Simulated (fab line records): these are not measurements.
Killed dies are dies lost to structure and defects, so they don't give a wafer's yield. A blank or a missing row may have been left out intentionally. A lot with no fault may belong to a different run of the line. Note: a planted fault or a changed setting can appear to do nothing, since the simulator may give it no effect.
fab line records | flow n5Finfet
record lots=6 wafers=18 lastDay=18
route steps=1938 shown MOL_CONTACT_COAG@628 BEOL_M0_SAQP@632 BEOL_M4@1111
lots with no fault: from the same line, run without faults
startH: hours from the record's first day to the start of the lot's first wafer shown | waitH: hours from the lot's prior step to this one | " unchanged from the row above | L1.1+2: a row that stands for several wafers | - no value, or no start was given | * or withheld: withheld | < > ~ a bound
route shown NAME@n: names a module that has steps shown in the file, with the first one's number in the route | usual: mean/standard deviation taken from wafers without a fault | same: alike in all rows | chamber/n: place in a boat | sites: readings site by site | _std_site: their standard deviation | _edge_site: outer sites' mean less inner sites' | radiusMm: how far each site lies from the wafer's centre | mask NAME#n: copy n | behind: the most recent tool/chamber to have shaped the wafer | hold: why the lot was held/for how many hours/how that ended | device: the n, p or np transistor that did not switch | end of line: the tests these same wafers got at the end of their route | for a step that has no rows: nothing shown but its recipe | killed: dies lost to structure and defects at the first sort, not the wafer's yield | map: dies across one wafer; x = killed, . = not, _ = none there
set.NAME: the setting that was run; set.NAME@STEP: the one run at that earlier step | model.NAME: the simulator's own value behind a step, which no gauge read
lots at selected steps of the route; one table per step, one row per wafer
services: a tool's chamber out of use, with start hour (startH, from the record's first day; less than 0 if before it), hours out, and reason
## steps
# step N5_MOL_CONTACT_COAG_THK_MEAS_53
# recipe reads=SiO2_of_MOL_CONTACT_COAG_PECVD_31
# usual VIA_MOL_THK=43.8/0.73
# columns lot.wafer tool chamber startH waitH VIA_MOL_THK[nm]
L595.2 filmMetro-02 - 155.41 - 43.5
L595.4 " - " " 44.2
L595.6 " - " " 43.9
L599.1 filmMetro-02 - 177.22 - 43.8
L599.2 " - " " 44.1
L599.6 " - " " 44.9
L600.2 filmMetro-01 - 186.41 - 43.6
L600.5 " - " " 45.4
L600.6 " - " " 44.2
L601.1 filmMetro-01 - 197.66 - 43.6
L601.3 " - " " 43.9
L601.6 " - " " 45.0
L606.1 filmMetro-01 - 226.49 - 43.1
L606.2 " - " " 42.6
L606.4 " - " " 43.6
L609.2 filmMetro-01 - 237.90 - 43.0
L609.4 " - " " 43.1
L609.5 " - " " 43.9
# step N5_MOL_CONTACT_COAG_ANNEAL_112
# recipe tempC=400 timeS=1800 ambient=HPD2 pressureAtm=10
# step N5_MOL_CONTACT_COAG_INSPECT_97
# recipe inspectInstrument=darkfield mode=postAnneal
# usual rawDefectCount=41/16
# columns lot.wafer tool chamber startH waitH rawDefectCount
L595.2 defectInspect-01 - 158.48 0.0 31
L595.4 " - " " 18
L595.6 " - " " 32
L599.1 defectInspect-01 - 180.27 0.0 23
L599.2 " - " " 38
L599.6 " - " " 35
L600.2 defectInspect-02 - 189.48 0.0 30
L600.5 " - " " 34
L600.6 " - " " 38
L601.1 defectInspect-02 - 200.71 0.0 39
L601.3 " - " " 31
L601.6 " - " " 44
L606.1 defectInspect-02 - 230.19 0.0 26
L606.2 " - " " 25
L606.4 " - " " 22
L609.2 defectInspect-02 - 241.41 0.1 32
L609.4 " - " " 33
L609.5 " - " " 31
# step N5_BEOL_M0_SAQP_PECVD_00
# recipe material=SiCN targetThkA=80 tempC=withheld precursor=3MS/NH3 pressureTorr=3 rfW=202 timeS=14
# step N5_BEOL_M0_SAQP_ILD_DEP_01
# recipe material=SiOC targetThkA=454.19 tempC=350 precursor=DEMS/O2 pressureTorr=5 rfW=500 timeS=8.7
# usual chamberPressureTorr=4.997/0.011 heaterPowerOuterW=270/50 heaterPowerW=497/75 showerheadPlenumPTorr=5.689/0.014 throttleValvePct=11.9/0.58
# columns lot.wafer tool chamber startH waitH chamberPressureTorr heaterPowerOuterW heaterPowerW showerheadPlenumPTorr sinceWetCleanH throttleValvePct
L595.2 pecvd-03 0 158.82 0.0 5.000 286 509 5.685 1044 11.7
L595.4 " 2 " " 4.991 255 490 5.699 - 10.9
L595.6 " 1 " " 5.013 266 490 5.674 - 12.2
L599.1 pecvd-04 2 180.62 0.0 4.988 189 376 5.705 2153 11.8
L599.2 " 1 " " 5.014 231 419 5.677 1428 12.0
L599.6 " 1 " " 5.004 237 439 5.666 - 12.2
L600.2 pecvd-03 2 189.82 0.0 4.998 248 466 5.699 321 11.3
L600.5 " 0 " " 5.017 283 527 5.672 - 11.8
L600.6 " 1 " " 4.997 248 456 5.677 - 12.0
L601.1 pecvd-02 1 201.07 0.0 4.993 369 665 5.707 1630 12.5
L601.3 " 2 " " 4.992 248 545 5.694 151 11.2
L601.6 " 1 " " 4.997 373 649 5.704 - 12.5
L606.1 pecvd-03 0 230.55 0.0 4.983 329 577 5.689 1116 11.9
L606.2 " 1 " " 5.002 228 427 5.675 1841 12.0
L606.4 " 0 " " 5.000 327 586 5.681 - 11.8
L609.2 pecvd-04 1 241.75 0.0 4.994 240 438 5.684 1489 12.1
L609.4 " 1 " " 5.004 240 442 5.664 - 12.0
L609.5 " 2 " " 5.022 191 354 5.703 - 10.7
# step N5_BEOL_M0_SAQP_HM_DEP_02
# recipe material=TiN targetThkA=120 tempC=25 chamberPressurePa=0.49996
# usual chamberPressurePa=0.5000/0.0011 substrateTempC=25.01/0.11 throttleValvePct=30.0/0.74
# columns lot.wafer tool chamber startH waitH chamberPressurePa substrateTempC throttleValvePct
L595.2 pvdSputter-02 - 159.46 0.6 0.5006 24.99 30.5
L595.4 " - " " 0.5002 25.03 29.6
L595.6 " - " " 0.4997 24.97 29.9
L599.1 pvdSputter-01 - 181.56 0.9 0.5001 25.03 30.9
L599.2 " - " " 0.5003 24.81 29.3
L599.6 " - " " 0.5009 24.84 30.9
L600.2 pvdSputter-02 - 190.93 1.1 0.5002 24.92 29.6
L600.5 " - " " 0.4993 24.83 29.6
L600.6 " - " " 0.5009 25.20 30.0
L601.1 pvdSputter-02 - 201.56 0.5 0.5002 24.94 29.7
L601.3 " - " " 0.4994 24.97 30.7
L601.6 " - " " 0.4975 25.06 30.8
L606.1 pvdSputter-02 - 230.91 0.3 0.4978 25.03 29.4
L606.2 " - " " 0.5006 24.92 30.7
L606.4 " - " " 0.5027 25.01 30.0
L609.2 pvdSputter-03 - 242.47 0.7 0.5017 24.96 28.7
L609.4 " - " " 0.5007 25.14 29.9
L609.5 " - " " 0.5005 24.83 28.8
# step N5_BEOL_M0_SAQP_PECVD_03
# recipe material=SiCN targetThkA=120 tempC=withheld precursor=3MS/NH3 pressureTorr=3 rfW=202 timeS=21.1
# step N5_BEOL_M0_SAQP_PECVD_96
# recipe material=a-Si targetThkA=450 tempC=350 precursor=SiH4/He pressureTorr=3 rfW=100 timeS=45.2
# usual heaterPowerW=637/79 showerheadPlenumPTorr=5.65/0.043 throttleValvePct=18.0/0.79
# columns lot.wafer tool chamber startH waitH heaterPowerW showerheadPlenumPTorr sinceWetCleanH throttleValvePct
L595.2 pecvd-03 0 159.61 0.0 691 5.61 1045 17.6
L595.4 " 2 " " 573 5.67 - 16.5
L595.6 " 1 " " 605 5.60 - 18.4
L599.1 pecvd-04 2 181.71 0.0 487 5.69 2154 18.1
L599.2 " 1 " " 567 5.60 1429 18.4
L599.6 " 0 " " 686 5.66 - 18.8
L600.2 pecvd-04 2 191.08 0.0 539 5.72 2164 18.1
L600.5 " 2 " " 541 5.73 - 17.8
L600.6 " 0 " " 681 5.66 - 19.0
L601.1 pecvd-03 0 201.71 0.0 694 5.63 1087 17.7
L601.3 " 2 " " 572 5.68 333 16.9
L601.6 " 2 " " 573 5.68 - 17.0
L606.1 pecvd-03 0 231.06 0.0 689 5.61 1116 17.6
L606.2 " 1 " " 662 5.60 1841 18.1
L606.4 " 1 " " 659 5.60 - 18.5
L609.2 pecvd-04 1 242.62 0.0 535 5.61 1490 18.2
L609.4 " 0 " " 637 5.66 - 19.2
L609.5 " 1 " " 531 5.59 - 18.4
# step N5_BEOL_M0_SAQP_PECVD_97
# recipe material=SiNx targetThkA=230 tempC=350 precursor=SiH4/NH3/N2 pressureTorr=1.5 rfW=300 timeS=19.9
# usual heaterPowerW=561/74 showerheadPlenumPTorr=5.12/0.059 throttleValvePct=39.6/1.8
# columns lot.wafer tool chamber startH waitH heaterPowerW showerheadPlenumPTorr sinceWetCleanH throttleValvePct
L595.2 pecvd-03 0 159.66 0.0 636 5.08 1045 38.9
L595.4 " 2 " " 563 5.16 - 36.8
L595.6 " 1 " " 523 5.04 - 40.3
L599.1 pecvd-04 2 181.75 0.0 462 5.21 2154 39.6
L599.2 " 1 " " 498 5.03 1429 40.2
L599.6 " 0 " " 610 5.15 - 41.8
L600.2 pecvd-04 2 191.12 0.0 442 5.20 2164 39.6
L600.5 " 2 " " 427 5.20 - 39.4
L600.6 " 0 " " 626 5.14 - 42.0
L601.1 pecvd-03 0 201.76 0.0 577 5.08 1087 39.2
L601.3 " 2 " " 551 5.15 333 36.8
L601.6 " 2 " " 557 5.15 - 36.9
L606.1 pecvd-03 0 231.11 0.0 581 5.08 1116 39.1
L606.2 " 1 " " 592 5.06 1841 40.1
L606.4 " 1 " " 606 5.06 - 40.2
L609.2 pecvd-04 1 242.67 0.0 521 5.04 1490 40.3
L609.4 " 0 " " 587 5.15 - 42.0
L609.5 " 1 " " 536 5.04 - 40.3
# step N5_BEOL_M0_SAQP_PECVD_04
# recipe material=a-Si targetThkA=600 tempC=350 precursor=SiH4/He pressureTorr=3 rfW=100 timeS=60.2
# usual heaterPowerW=635/78 showerheadPlenumPTorr=5.65/0.042 throttleValvePct=18.1/0.78
# columns lot.wafer tool chamber startH waitH heaterPowerW showerheadPlenumPTorr sinceWetCleanH throttleValvePct
L595.2 pecvd-03 0 159.70 0.0 717 5.62 1045 17.8
L595.4 " 2 " " 619 5.67 - 16.7
L595.6 " 1 " " 657 5.58 - 18.1
L599.1 pecvd-04 2 181.79 0.0 592 5.71 2154 18.3
L599.2 " 1 " " 604 5.57 1429 18.4
L599.6 " 0 " " 667 5.69 - 19.3
L600.2 pecvd-04 2 191.16 0.0 579 5.70 2164 18.2
L600.5 " 2 " " 569 5.72 - 18.3
L600.6 " 0 " " 633 5.67 - 19.0
L601.1 pecvd-03 0 201.80 0.0 709 5.61 1087 17.5
L601.3 " 2 " " 612 5.66 333 16.9
L601.6 " 2 " " 628 5.66 - 16.9
L606.1 pecvd-03 0 231.15 0.0 716 5.63 1116 18.0
L606.2 " 1 " " 661 5.60 1841 18.4
L606.4 " 1 " " 555 5.62 - 18.0
L609.2 pecvd-04 1 242.71 0.0 537 5.60 1490 18.2
L609.4 " 0 " " 668 5.66 - 19.3
L609.5 " 1 " " 546 5.59 - 18.4
# step N5_BEOL_M0_SAQP_THK_MEAS_05
# usual thkNm=59.6/0.83
# columns lot.wafer tool chamber startH waitH thkNm
L595.2 filmMetro-01 - 159.80 0.1 58.6
L595.4 " - " " 58.8
L595.6 " - " " 59.7
L599.1 filmMetro-02 - 181.89 0.1 59.2
L599.2 " - " " 60.6
L599.6 " - " " 60.2
L600.2 filmMetro-01 - 191.26 0.1 59.5
L600.5 " - " " 59.8
L600.6 " - " " 60.2
L601.1 filmMetro-01 - 201.89 0.1 58.5
L601.3 " - " " 57.9
L601.6 " - " " 59.3
L606.1 filmMetro-02 - 231.24 0.1 59.9
L606.2 " - " " 59.8
L606.4 " - " " 59.5
L609.2 filmMetro-01 - 242.82 0.1 60.3
L609.4 " - " " 60.4
L609.5 " - " " 61.0
# step N5_BEOL_M0_SAQP_HM_DEP_111
# recipe material=SiO2 targetThkA=120 tempC=400 precursor=SiH4/N2O pressureTorr=0.75 rfW=275 timeS=7.2
# usual chamberPressureTorr=0.7502/0.0016 heaterPowerOuterW=475/71 heaterPowerW=778/100 showerheadPlenumPTorr=8.10/0.12
# columns lot.wafer tool chamber startH waitH chamberPressureTorr heaterPowerOuterW heaterPowerW showerheadPlenumPTorr sinceWetCleanH
L595.2 pecvd-02 2 159.83 0.0 0.7500 546 957 8.14 110
L595.4 " 2 " " 0.7467 537 943 8.11 -
L595.6 " 0 " " 0.7512 352 593 8.07 -
L599.1 pecvd-03 1 181.92 0.0 - - - - -
L599.2 " 0 " " - - - - -
L599.6 " 0 " " - - - - -
L600.2 pecvd-03 0 191.30 0.0 - - - - -
L600.5 " 0 " " - - - - -
L600.6 " 2 " " - - - - -
L601.1 pecvd-04 1 201.93 0.0 0.7502 404 676 7.95 1450
L601.3 " 0 " " 0.7499 487 766 8.16 725
L601.6 " 2 " " 0.7508 434 692 8.28 -
L606.1 pecvd-04 1 231.28 0.0 0.7498 444 720 7.95 1479
L606.2 " 0 " " 0.7538 470 708 8.16 754
L606.4 " 0 " " 0.7494 454 720 8.14 -
L609.2 pecvd-03 1 242.86 0.0 0.7495 533 842 7.94 1853
L609.4 " 1 " " 0.7471 529 865 7.94 -
L609.5 " 0 " " 0.7501 557 881 8.02 -
# step N5_BEOL_M0_SAQP_COAT_81
# recipe resist=SOC tempC=250 timeS=60 spinRpm=1500 resistThkNm=100
# step N5_BEOL_M0_SAQP_COAT_82
# recipe resist=SiARC tempC=220 timeS=60 spinRpm=1500 resistThkNm=30
# step N5_BEOL_M0_SAQP_COAT_08
# recipe resist=CAR-ArF spinRpm=1500 resistThkNm=90
# step N5_BEOL_M0_SAQP_EBR_10
# recipe solvent=PGMEA ebrWidthMm=1.5
# step N5_BEOL_M0_SAQP_SOFTBAKE_09
# recipe tempC=110 timeS=60 resist=CAR-ArF
# step N5_BEOL_M0_SAQP_EXPOSE_11
# recipe maskId=M0_CORE na=1.35 sourceShape=dipole sigmaInner=0.538 sigmaOuter=0.738 polarization=te targetCdNm=42 doseMj=55
# step N5_BEOL_M0_SAQP_PEB_12
# recipe pebTempC=withheld pebTimeS=60 resist=CAR-ArF
# step N5_BEOL_M0_SAQP_DEVELOP_13
# recipe developTimeS=30 developer=TMAH resist=CAR-ArF devTempC=23 rinseLiquid=diw dry=airSpin
# step N5_BEOL_M0_SAQP_CD_MEAS_14
# recipe targetCdNm=42.5 landingEnergyEv=500 detector=seInlens
# usual cdNm=42.5/0.41
# columns lot.wafer tool chamber startH waitH cdNm
L595.2 cdSem-01 0 160.28 - 41.9
L595.4 " 0 " " 42.6
L595.6 " 0 " " 42.7
L599.1 cdSem-03 0 182.24 - 43.5
L599.2 " 0 " " 42.4
L599.6 " 0 " " 43.0
L600.2 cdSem-02 0 191.62 - 42.7
L600.5 " 0 " " 42.3
L600.6 " 0 " " 42.7
L601.1 cdSem-01 0 202.38 - 42.8
L601.3 " 0 " " 42.2
L601.6 " 0 " " 42.9
L606.1 cdSem-02 0 231.75 - 43.1
L606.2 " 0 " " 43.0
L606.4 " 0 " " 42.9
L609.2 cdSem-03 0 243.30 - 42.1
L609.4 " 0 " " 42.5
L609.5 " 0 " " 42.0
# step N5_BEOL_M0_SAQP_OVL_MEAS_15
# recipe pointsPerWafer=44
# usual M0_CORE_OVL=0.2/0.87
# columns lot.wafer tool chamber startH waitH M0_CORE_OVL[nm]
L595.2 overlay-01 0 160.31 0.0 0.8
L595.4 " 0 " " 0.8
L595.6 " 0 " " 1.4
L599.1 overlay-01 0 182.27 0.0 0.3
L599.2 " 0 " " 1.0
L599.6 " 0 " " -0.1
L600.2 overlay-01 0 191.65 0.0 1.8
L600.5 " 0 " " 1.5
L600.6 " 0 " " 0.7
L601.1 overlay-01 0 202.41 0.0 0.3
L601.3 " 0 " " 0.1
L601.6 " 0 " " 0.6
L606.1 overlay-02 0 231.78 0.0 -0.9
L606.2 " 0 " " -1.1
L606.4 " 0 " " -1.0
L609.2 overlay-02 0 243.33 0.0 0.5
L609.4 " 0 " " 0.1
L609.5 " 0 " " -0.7
# step N5_BEOL_M0_SAQP_INSPECT_16
# recipe mode=adi inspectInstrument=brightfield
# usual rawDefectCount=524/130
# columns lot.wafer tool chamber startH waitH rawDefectCount
L595.2 defectInspect-01 - 160.34 0.0 526
L595.4 " - " " 445
L595.6 " - " " 617
L599.1 defectInspect-02 - 182.30 0.0 343
L599.2 " - " " 365
L599.6 " - " " 454
L600.2 defectInspect-01 - 191.67 0.0 616
L600.5 " - " " 514
L600.6 " - " " 337
L601.1 defectInspect-01 - 202.43 0.0 636
L601.3 " - " " 447
L601.6 " - " " 600
L606.1 defectInspect-02 - 231.80 0.0 496
L606.2 " - " " 558
L606.4 " - " " 342
L609.2 defectInspect-01 - 243.36 0.0 594
L609.4 " - " " 496
L609.5 " - " " 575
# step N5_BEOL_M0_SAQP_DESCUM_19
# recipe chemistry=O2 timeS=7.9 sourcePowerW=50 biasPowerW=20 pressureMtorr=20 rfFrequencyHz=2.712e+07 tempC=40 resist=CAR-ArF o2FlowSccm=225
# step N5_BEOL_M0_SAQP_ETCH_83
# recipe chemistry=CF4 target=SiARC targetDepthA=390 maskMaterial=CAR-ArF timeS=65 ionEnergyEv=80 pressureMtorr=40 sourceW=545 biasW=36 Ar_flow_sccm=100 cf4FlowSccm=100 ends=cleared
# step N5_BEOL_M0_SAQP_ETCH_84
# recipe chemistry=N2/H2 target=SOC targetDepthA=1000 overetchA=200 maskMaterial=SiARC tempC=40 timeS=150 ionEnergyEv=200 pressureMtorr=30 sourceW=840 biasW=150 n2FlowSccm=200 h2FlowSccm=200
# step N5_BEOL_M0_SAQP_STRIP_80
# recipe chemistry=N2/H2 tempC=40 n2FlowSccm=200 h2FlowSccm=200 rfFrequencyHz=6e+07
# step N5_BEOL_M0_SAQP_HM_OPEN_112
# recipe chemistry=CHF3/O2 target=SiO2 stopOn=a-Si targetDepthA=120 overEtchFrac=1.25 maskMaterial=SOC timeS=13.5 pressureMtorr=30 sourceW=650 biasW=170 Ar_flow_sccm=200 CHF3_flow_sccm=50 O2_flow_sccm=5 ionEnergyEv=200 ends=endPoint
# usual drypumpMotorCurrentA=5.7/0.56 oesProductAu=0.52/0.06 rfVppV=525/14 showerheadPlenumPTorr=2.42/0.064 throttleValvePct=18.77/0.25
# columns lot.wafer tool chamber startH waitH drypumpMotorCurrentA oesProductAu rfHoursCounterH rfVppV showerheadPlenumPTorr throttleValvePct model.etch.depthNm
L595.2 rieDiel-06 3 160.56 0.0 5.7 0.51 97 551 2.52 18.71 11.66
L595.4 " 1 " " 5.0 0.48 - 504 2.39 18.86 11.95
L595.6 " 3 " " 5.7 0.52 - 552 2.52 18.70 12.02
L599.1 rieDiel-01 0 182.52 0.0 5.2 0.29 154 515 2.42 19.13 0
L599.2 " 2 " " 6.0 0.30 89 514 2.45 18.83 0
L599.6 " 2 " " 6.0 0.30 - 513 2.45 18.85 0
L600.2 rieDiel-03 3 192.01 0.0 5.4 0.26 212 516 2.48 18.97 0
L600.5 " 3 " " 5.4 0.25 - 516 2.48 18.96 0
L600.6 " 1 " " 5.7 0.34 - 517 2.45 18.53 0
L601.1 rieDiel-06 3 202.66 0.0 5.7 0.52 109 551 2.51 18.72 11.99
L601.3 " 0 " " 6.2 0.50 175 525 2.30 19.02 12.02
L601.6 " 1 " " 5.1 0.48 - 504 2.38 18.89 12.04
L606.1 rieDiel-06 3 232.03 0.0 5.7 0.51 119 550 2.51 18.75 12.03
L606.2 " 2 " " 5.0 0.56 47 532 2.35 18.37 11.84
L606.4 " 0 " " 6.2 0.50 182 526 2.30 19.03 12.35
L609.2 rieDiel-03 2 243.58 0.0 6.6 0.62 1 525 2.38 18.71 11.87
L609.4 " 3 " " 5.4 0.45 231 518 2.47 19.05 12.09
L609.5 " 0 " " 6.5 0.61 - 542 2.46 18.39 11.86
# step N5_BEOL_M0_SAQP_STRIP_113
# recipe chemistry=CHF3/O2 resist=SiARC rfFrequencyHz=6e+07
# step N5_BEOL_M0_SAQP_MANDREL_ETCH_20
# recipe targetDepthA=600 chemistry=HBr/Cl2 target=a-Si stopOn=SiNx btTimeS=10 maskMaterial=SOC overEtchFrac=0.5 timeS=30 pressureMtorr=10 icpW=800 biasW=75 HBr_flow_sccm=150 Cl2_flow_sccm=80 ends=endPoint
# step N5_BEOL_M0_SAQP_STRIP_86
# recipe chemistry=N2/H2 powerW=500 tempC=40 pressureMtorr=50 rfFrequencyHz=6e+07 overashFraction=0.3 biasPowerW=28 h2Frac=0.5 n2FlowSccm=300 h2FlowSccm=300
# step N5_BEOL_M0_SAQP_STRIP_115
# recipe chemistry=postEtchResidueRemover timeS=60 tempC=25 removerPh=withheld removerWaterWtPct=withheld removerFluorideWtPct=withheld
# step N5_BEOL_M0_SAQP_SRD_93
# recipe dry=ipaMarangoni timeS=30 tempC=23 rinseLiquid=diw
# step N5_BEOL_M0_SAQP_RECESS_114
# recipe chemistry=HF/NH3 target=SiO2 targetDepthA=144 afsCycles=3 tempC=30 sublimationTempC=180 sublimationTimeS=60
# step N5_BEOL_M0_SAQP_SPACER1_ALD_98
# recipe material=SiO2 targetThkA=128 tempC=300 aldPrecursorFamily=BDEAS aldCoReactant=O2-plasma pulseTimeS=1 purgeTimeS=2 coReactantPurgeTimeS=2 aldCycles=138 pressureTorr=2
# step N5_BEOL_M0_SAQP_SPACER1_ETCHBACK_99
# recipe chemistry=CHF3/O2 mode=anisotropicEtchback target=SiO2 targetDepthA=154 timeS=7.7 pressureMtorr=30 sourceW=650 biasW=170 Ar_flow_sccm=200 CHF3_flow_sccm=50 O2_flow_sccm=5 ionEnergyEv=200
# step N5_BEOL_M0_SAQP_MANDREL1_REMOVE_100
# recipe chemistry=HBr/Cl2/O2 btTimeS=10 target=a-Si stopOn=SiNx endpoint=OES-SiCl overEtchFrac=0.85 icpW=600 biasW=30 HBr_flow_sccm=150 Cl2_flow_sccm=80 O2_flow_sccm=5 pressureMtorr=10
# step N5_BEOL_M0_SAQP_CD_MEAS_25
# recipe targetCdNm=13.1 landingEnergyEv=1000 detector=seInlens
# usual cdNm=12.82/0.22
# columns lot.wafer tool chamber startH waitH cdNm
L595.2 cdSem-01 0 162.31 0.1 12.41
L595.4 " 0 " " 12.81
L595.6 " 0 " " 13.08
L599.1 cdSem-02 0 188.20 0.1 -
L599.2 " 0 " " -
L599.6 " 0 " " -
L600.2 cdSem-03 0 194.65 0.1 -
L600.5 " 0 " " -
L600.6 " 0 " " -
L601.1 cdSem-01 0 204.04 0.1 12.79
L601.3 " 0 " " 13.12
L601.6 " 0 " " 12.83
L606.1 cdSem-01 0 233.77 0.1 12.45
L606.2 " 0 " " 12.79
L606.4 " 0 " " 12.86
L609.2 cdSem-02 0 244.95 0.1 12.68
L609.4 " 0 " " 12.70
L609.5 " 0 " " 12.81
# step N5_BEOL_M0_SAQP_ETCH_101
# recipe chemistry=CH3F/O2 target=SiNx maskMaterial=SiO2 targetDepthA=299 timeS=42.7 pressureMtorr=30 sourceW=395 biasW=73 Ar_flow_sccm=150 CH3F_flow_sccm=30 O2_flow_sccm=20 ionEnergyEv=120
# step N5_BEOL_M4_RC_MEAS_101
# usual DIBL_N=36.2/1.6 DIBL_P=36.5/1.9 IOFF_N=0.158/0.027 IOFF_P=0.21/0.038 ION_N=675/12 ION_P=464/8.9 SS_N=71.5/0.61 SS_P=73.4/0.59 VT_N=250.4/3 VT_P=-250/3.6
# columns lot.wafer tool chamber startH waitH DIBL_N[mV/V] DIBL_P[mV/V] IOFF_N[nA/um] IOFF_P[nA/um] ION_N[uA/um] ION_P[uA/um] SS_N[mV/dec] SS_P[mV/dec] VT_N[mV] VT_P[mV]
L595.2 prober-02 0 219.14 0.2 33.5 33.8 0.121 0.16 666 456 71.6 73.7 253.3 -253
L595.4 " 0 " " 37.5 40.1 0.211 0.26 686 471 71.5 74.4 246.2 -247
L595.6 " 0 " " 36.1 37.4 0.163 0.22 684 467 71.0 73.6 250.5 -250
L601.1 prober-02 0 275.09 0.0 36.0 36.8 0.154 0.21 678 461 71.9 73.5 251.5 -251
L601.3 " 0 " " 32.6 33.1 0.108 0.15 663 454 71.3 73.0 252.2 -255
L601.6 " 0 " " 35.5 35.9 0.148 0.19 669 459 72.0 73.0 248.8 -251
L606.1 prober-02 0 307.55 0.0 37.6 35.6 0.169 0.23 663 456 72.5 73.1 251.5 -248
L606.2 " 0 " " 36.5 35.5 0.159 0.23 674 470 72.1 73.5 249.0 -246
L606.4 " 0 " " 37.8 36.5 0.174 0.24 675 461 72.2 73.8 248.9 -249
L609.2 prober-01 0 313.16 0.2 37.9 38.1 0.188 0.26 677 468 72.0 73.1 250.6 -247
L609.4 " 0 " " 38.5 39.4 0.212 0.30 686 477 72.1 74.5 246.6 -245
L609.5 " 0 " " 36.0 36.8 0.159 0.24 672 469 71.3 73.4 250.9 -247
## services
# columns tool chamber startH hours kind
pecvd-04 0 135.29 2.1 scheduledDown
pecvd-04 1 140.31 36.2 repair
pecvd-04 - 141.20 28.1 pm
pvdSputter-02 - 151.48 2.4 repair
rieDiel-06 0 160.21 2.8 repair
pecvd-03 1 161.29 2.1 scheduledDown
rieDiel-03 0 178.59 - clean
rieDiel-03 0 178.59 - consumableReplace:focusRing
rieDiel-03 0 178.59 26.3 scheduledDown
rieDiel-03 0 178.59 26.3 ventCycle
pecvd-04 - 179.66 0.3 repair
pecvd-04 - 187.21 3.8 repair
pecvd-04 2 202.38 - clean
pecvd-04 2 202.38 - consumableReplace:showerhead
pecvd-04 2 202.38 29.0 scheduledDown
pecvd-04 2 202.38 29.0 ventCycle
rieDiel-06 0 213.00 3.4 repair
pecvd-02 0 214.50 5.5 scheduledDown
pecvd-02 - 216.91 14.6 pm
rieDiel-03 2 217.30 - clean
rieDiel-01 1 226.18 3.6 repair
pecvd-02 2 233.53 18.2 repair
pecvd-04 2 233.59 5.8 repair
rieDiel-01 0 241.59 12.8 repair
## key
firstSign step=N5_BEOL_M0_SAQP_HM_DEP_111 reading=toolRecord direction=missing
effect step=N5_BEOL_M0_SAQP_HM_OPEN_112 reading=oesProductAu direction=down sigmas=3.8 usual=0.52 struck=0.29
effect step=N5_BEOL_M0_SAQP_CD_MEAS_25 reading=cdNm direction=missing
modelEffect step=N5_BEOL_M0_SAQP_HM_OPEN_112 value=etch.depthNm without=12.12 struck=0
metAt N5_BEOL_M0_SAQP_HM_DEP_111
struckWafers L599.1,L599.2,L599.6,L600.2,L600.5,L600.6
laterRowsLeftOut L599.1,L599.2,L599.6,L600.2,L600.5,L600.6
sortLeftOut L599.1,L599.2,L599.6,L600.2,L600.5,L600.6
fault kind=skippedStepWhole tool=pecvd-03 chamber=- onsetH=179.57 steps=N5_BEOL_M0_SAQP_HM_DEP_111 scope=struckLotsOnly
# sortLeftOut: the simulated sort isn't trusted on such a fault, so these wafers' sort isn't shown, and their yield isn't known
# laterRowsLeftOut: the simulator's readings of these wafers behind a module that went badly wrong aren't trusted and aren't shown, but for the sort
